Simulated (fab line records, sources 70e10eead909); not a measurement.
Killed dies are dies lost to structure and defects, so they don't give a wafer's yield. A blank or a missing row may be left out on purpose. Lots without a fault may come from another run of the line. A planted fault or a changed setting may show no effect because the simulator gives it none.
Which tool did it? | flow nand_harc | 12 lots, 34 wafers sampled, at 6 steps of a route of 1302

WHAT THE GAUGES READ, wafer by wafer
NHARC_A_CHANNEL_FILL_D1_INSPECT_13. Usual: raw_defect_count 314, standard deviation 140.
lot  | measured     | on                | raw_defect_count | flag
L107 | day 10 20:23 | defect_inspect-01 | 384 222 214      |
L109 | day 11 18:02 | defect_inspect-02 | 282 454 355      |
L110 | day 11 18:01 | defect_inspect-01 | 594 557 573      |
L113 | day 12 22:44 | defect_inspect-01 | 257 287 190      |
L112 | day 13 03:08 | defect_inspect-02 | 203 202 196      |
L116 | day 14 05:49 | defect_inspect-01 | 524              |
L120 | day 15 23:26 | defect_inspect-01 | 497 307 538      |
L124 | day 17 19:01 | defect_inspect-02 | 172 226 142      |
L126 | day 18 10:32 | defect_inspect-01 | 309 255 191      |
L127 | day 19 10:44 | defect_inspect-01 | 250 256 227      |
L130 | day 20 04:39 | defect_inspect-01 | 304 331 256      |
L129 | day 20 04:39 | defect_inspect-02 | 161 203 139      |

NHARC_A_ONON_D2_THK_MEAS_18: measures by ellipsometry. Usual: thk_nm 997 nm, standard deviation 8.1.
lot  | measured     | on            | thk_nm (nm)               | flag
L107 | day 12 19:14 | film_metro-01 | 1001 1002 1003            |
L109 | day 13 17:48 | film_metro-02 | 993 992 992               |
L110 | day 13 17:40 | film_metro-01 | 1000 1001 1000            |
L113 | day 14 18:58 | film_metro-02 | 984 987 986               |
L112 | day 15 01:17 | film_metro-01 | 992 992 1287 992 991 1286 | OFF
L116 | day 16 03:59 | film_metro-01 | 1292 1291                 | OFF
L120 | day 17 15:13 | film_metro-01 | 990 991 993               |
L124 | day 19 17:16 | film_metro-01 | 1014 1016 1016            |
L126 | day 20 06:16 | film_metro-02 | 1000 999 998              |
L127 | day 21 08:55 | film_metro-02 | 988 988 989               |
L130 | day 22 01:15 | film_metro-02 | 999 1000 998              |
L129 | day 22 01:15 | film_metro-01 | 994 996 997               |

NHARC_END_SORT_01. Usual: killed_at_array 61, standard deviation 26; killed_at_other 0.8, standard deviation 1.1; killed_at_periphery 4.0, standard deviation 2.6; killed_dies 66, standard deviation 26; killed_open 3.1, standard deviation 1.7; killed_short 2.5, standard deviation 1.5.
lot  | measured     | on        | killed_at_array | killed_at_other | killed_at_periphery | killed_dies | killed_open | killed_short | flag
L107 | day 24 15:43 | prober-02 | 67 62 68        | 0 0 0           | 5 3 6               | 72 65 74    | 4 5 5       | 3 4 6        |
L109 | day 24 23:31 | prober-02 | 100 101 80      | 0 3 0           | 1 1 5               | 101 105 85  | 1 3 3       | 1 1 2        |
L110 | day 24 23:29 | prober-01 | 29 25 24        | 1 0 0           | 6 7 4               | 36 32 28    | 7 4 3       | 3 4 2        |
L113 | day 25 23:18 | prober-01 | 68 60 67        | 0 2 0           | 3 7 3               | 71 69 70    | 1 1 1       | 1 3 4        |
L112 | day 27 02:59 | prober-02 | 46 46 676       | 1 2 0           | 0 2 1               | 47 50 677   | 2 5 1       | 1 2 4        | OFF
L116 | day 27 21:56 | prober-01 | 671             | 4               | 2                   | 677         | 1           | 1            | OFF
L120 | day 29 17:56 | prober-01 | 39 38 41        | 0 2 0           | 5 3 2               | 44 43 43    | 3 4 5       | 4 4 1        |
L124 | day 31 00:04 | prober-01 | 31 32 28        | 4 1 1           | 1 7 2               | 36 40 31    | 1 0 1       | 3 4 6        |
L126 | day 31 18:39 | prober-02 | 36 36 32        | 2 1 2           | 7 11 6              | 45 48 40    | 2 3 1       | 4 3 1        |
L127 | day 33 04:27 | prober-01 | 44 38 50        | 3 1 1           | 2 0 2               | 49 39 53    | 5 1 2       | 1 4 1        |
L130 | day 33 04:24 | prober-02 | 38 50 56        | 0 0 0           | 5 4 2               | 43 54 58    | 6 4 2       | 4 1 1        |
L129 | day 33 13:04 | prober-01 | 49 42 38        | 4 3 0           | 7 2 4               | 60 47 42    | 6 2 5       | 3 3 2        |

WHICH TOOL RAN EACH LOT (tool, then ch and the chambers of the sampled wafers, then the start)
lot  | NHARC_A_CHANNEL_FILL_D1_STRIP_28   | NHARC_A_CHANNEL_FILL_D1_ALD_25   | NHARC_A_ONON_D2_DEP_16
L107 | rie_diel-05 ch 0,1,2, day 9 19:32  | ald_hk-02 ch 0,1, day 10 07:27   | pecvd_onon-03 ch 0, day 12 18:43
L109 | rie_diel-12 ch 0,1,2, day 10 18:17 | ald_hk-03 ch 0,2,3, day 11 06:45 | pecvd_onon-04 ch 0, day 13 17:17
L110 | rie_diel-04 ch 0,2, day 10 21:14   | ald_hk-02 ch 0,1,2, day 11 07:23 | pecvd_onon-03 ch 0, day 13 17:09
L113 | rie_diel-05 ch 1,2,3, day 11 23:22 | ald_hk-03 ch 1,2,3, day 12 11:04 | pecvd_onon-03 ch 0, day 14 18:28
L112 | rie_diel-04 ch 1,3, day 11 23:22   | ald_hk-04 ch 1,2,3, day 12 11:04 | pecvd_onon-03 ch 0, day 15 00:50
L116 | rie_diel-04 ch 0, day 13 06:16     | ald_hk-03 ch 0, day 13 21:09     | pecvd_onon-03 ch 0, day 16 03:43
L120 | rie_diel-12 ch 0,2, day 14 23:55   | ald_hk-02 ch 0,2,3, day 15 11:30 | pecvd_onon-04 ch 0, day 17 14:42
L124 | rie_diel-12 ch 0,2,3, day 16 19:29 | ald_hk-02 ch 0,1,3, day 17 07:25 | pecvd_onon-02 ch 0, day 19 16:45
L126 | rie_diel-05 ch 0,1,3, day 17 11:06 | ald_hk-04 ch 0,1,2, day 17 22:46 | pecvd_onon-03 ch 0, day 20 05:45
L127 | rie_diel-12 ch 0,3, day 18 11:04   | ald_hk-03 ch 0,2,3, day 18 22:50 | pecvd_onon-02 ch 0, day 21 08:31
L130 | rie_diel-04 ch 1,2,3, day 19 04:54 | ald_hk-02 ch 1,2,3, day 19 16:51 | pecvd_onon-03 ch 0, day 22 00:47
L129 | rie_diel-05 ch 0,2,3, day 19 04:54 | ald_hk-04 ch 1,2, day 19 16:51   | pecvd_onon-02 ch 0, day 22 00:47
- NHARC_A_CHANNEL_FILL_D1_STRIP_28: strips in O2, time 20 s.
- NHARC_A_CHANNEL_FILL_D1_ALD_25: deposits SiOx, target thk 60 nm, pulse time 10 s, ald cycles 600.
- NHARC_A_ONON_D2_DEP_16: target thk 1000 nm.

WHAT THE TOOLS THEMSELVES READ (means of the sampled wafers that have a number; where no wafer has one, the mark that the record gives instead)
NHARC_A_CHANNEL_FILL_D1_STRIP_28. Usual: drypump_motor_current_A 5.5 A, standard deviation 0.33; oes_product_au 1.002 a.u., standard deviation 0.012; rf_vpp_V 57.7 V, standard deviation 0.84; showerhead_plenum_p_Torr 3.53 Torr, standard deviation 0.15; throttle_valve_pct 17.037 %, standard deviation 0.009.
lot  | tool        | drypump_motor_current_A (A) | oes_product_au (a.u.) | rf_vpp_V (V) | showerhead_plenum_p_Torr (Torr) | throttle_valve_pct (%) | flag
L107 | rie_diel-05 | 5.6                         | 0.999                 | 58.6         | 3.73                            | 17.035                 |
L109 | rie_diel-12 | 5.4                         | 1.007                 | 56.6         | 3.41                            | 17.038                 |
L110 | rie_diel-04 | 5.4                         | 0.993                 | 57.3         | 3.51                            | 17.038                 |
L113 | rie_diel-05 | 5.3                         | 0.997                 | 57.4         | 3.66                            | 17.035                 |
L112 | rie_diel-04 | 6.1                         | 0.996                 | 57.9         | 3.48                            | 17.038                 |
L116 | rie_diel-04 | 5.7                         | 1.003                 | 58.1         | 3.38                            | 17.035                 |
L120 | rie_diel-12 | 5.4                         | 1.006                 | 57.3         | 3.37                            | 17.029                 |
L124 | rie_diel-12 | 5.4                         | 1.011                 | 58.1         | 3.39                            | 17.035                 |
L126 | rie_diel-05 | 5.6                         | 0.998                 | 58.3         | 3.64                            | 17.045                 |
L127 | rie_diel-12 | 5.4                         | 1.003                 | 57.2         | 3.33                            | 17.030                 |
L130 | rie_diel-04 | 5.8                         | 0.994                 | 57.8         | 3.52                            | 17.044                 |
L129 | rie_diel-05 | 5.6                         | 0.997                 | 57.8         | 3.64                            | 17.045                 |

NHARC_A_CHANNEL_FILL_D1_ALD_25. Usual: heater_power_w 453 W, standard deviation 58; precursor_pulse_height_rel 1.002, standard deviation 0.021.
lot  | tool      | heater_power_w (W) | precursor_pulse_height_rel | flag
L107 | ald_hk-02 | 498                | 0.995                      |
L109 | ald_hk-03 | 433                | 1.003                      |
L110 | ald_hk-02 | 457                | 1.005                      |
L113 | ald_hk-03 | 408                | 1.021                      |
L112 | ald_hk-04 | 465                | 1.002                      |
L116 | ald_hk-03 | 433                | 1.030                      |
L120 | ald_hk-02 | 490                | 1.001                      |
L124 | ald_hk-02 | 503                | 1.002                      |
L126 | ald_hk-04 | 484                | 0.979                      |
L127 | ald_hk-03 | 432                | 1.006                      |
L130 | ald_hk-02 | 466                | 0.982                      |
L129 | ald_hk-04 | 430                | 1.032                      |

NHARC_A_ONON_D2_DEP_16. Usual: nh3_flow_sccm 500.1 sccm, standard deviation 1.6.
lot  | tool          | nh3_flow_sccm (sccm) | flag
L107 | pecvd_onon-03 | 499.3                |
L109 | pecvd_onon-04 | 499.2                |
L110 | pecvd_onon-03 | 501.4                |
L113 | pecvd_onon-03 | 501.0                |
L112 | pecvd_onon-03 | 501.6                |
L116 | pecvd_onon-03 | 502.8                |
L120 | pecvd_onon-04 | 500.9                |
L124 | pecvd_onon-02 | 499.3                |
L126 | pecvd_onon-03 | 500.0                |
L127 | pecvd_onon-02 | 500.1                |
L130 | pecvd_onon-03 | 500.4                |
L129 | pecvd_onon-02 | 500.3                |

THE ANSWER, worked out from the rows above alone
Rule: a lot is off if the mean of its wafers that have a number lies more than 3 standard deviations from the usual mean. A lot without any number at a reading at which 4 lots or more have one is off too. The other lots that the step has rows for count as sound. The gauges are gone through in route order, then the tools' own readings, and for those a lot's mean is taken as printed above. The first step at which some lot is off is used, and at that step the reading that is off furthest; a lot without a number counts as furthest.
Off: L112, L116, at NHARC_A_ONON_D2_THK_MEAS_18 (thk_nm).
A tool fits if, at a process step before that reading, it ran every lot that is off, and no sound lot after the first of them. The gauges at NHARC_A_ONON_D2_THK_MEAS_18 aren't tried: what is off there is off at NHARC_END_SORT_01 too, on other tools, and a gauge's error can't cause that. None of those tried fits.

WHAT THE SIMULATOR HAD PUT IN
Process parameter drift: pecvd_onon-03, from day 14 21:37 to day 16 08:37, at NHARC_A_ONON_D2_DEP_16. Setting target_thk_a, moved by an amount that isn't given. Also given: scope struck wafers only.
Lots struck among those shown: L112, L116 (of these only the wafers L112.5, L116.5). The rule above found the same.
